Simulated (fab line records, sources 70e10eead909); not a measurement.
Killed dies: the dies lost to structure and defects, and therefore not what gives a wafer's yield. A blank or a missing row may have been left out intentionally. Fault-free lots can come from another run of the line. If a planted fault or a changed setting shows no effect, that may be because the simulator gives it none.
Matching of chambers | flow nand-harc | NHARC_A_STAIRCASE_TRIM_229 on rie-diel-10 has 4 sister chambers
The step chemistry O2, time 211.2 s. 8 wafers are shown with their chamber, then 8 later ones without.

## WAFERS PAIRED WITH THEIR CHAMBERS
wafer  | chamber | drypump-motor-current-A (A) | showerhead-plenum-p-Torr (Torr)
L213.5 | 0       | 5.6                         | 3.44
L217.5 | 3       | 5.0                         | 3.48
L217.6 | 2       | 5.3                         | 3.35
L219.2 | 0       | 5.6                         | 3.44
L219.4 | 2       | 5.3                         | 3.34
L219.6 | 1       | 5.8                         | 3.33
L223.2 | 3       | 5.0                         | 3.47
L223.3 | 1       | 5.9                         | 3.32

## WAFERS MISSING THEIR CHAMBER
wafer  | drypump-motor-current-A (A) | showerhead-plenum-p-Torr (Torr)
L223.5 | 5.0                         | 3.47
L224.2 | 5.9                         | 3.32
L224.3 | 5.6                         | 3.43
L224.5 | 5.8                         | 3.32
L227.1 | 5.6                         | 3.43
L227.3 | 5.0                         | 3.47
L229.1 | 5.9                         | 3.32
L229.4 | 5.0                         | 3.47

## THE CHAMBER EACH PASSED THROUGH
wafer  | from the rows above | in truth
L223.5 | 3                   | 3
L224.2 | 1                   | 1
L224.3 | 0                   | 0
L224.5 | 1                   | 1
L227.1 | 0                   | 0
L227.3 | 3                   | 3
L229.1 | 1                   | 1
L229.4 | 3                   | 3
Correctly placed: 8 of 8. Number that these rows cannot place: 0. Number placed wrongly: 0.
How it was worked out, from the rows above alone: a wafer's distance from a chamber is the root of the sum, over the readings, of the square of ((its reading less the chamber's mean) divided by the reading's scatter). If the next closest chamber is less than 2 further off than the closest, the wafer can't be placed; otherwise it belongs to the closest. A chamber's mean is the mean of its shown wafers. The scatter: take each reading less its chamber's mean, square it, sum over the shown wafers, divide by the number of wafers less the number of chambers, and take the root.
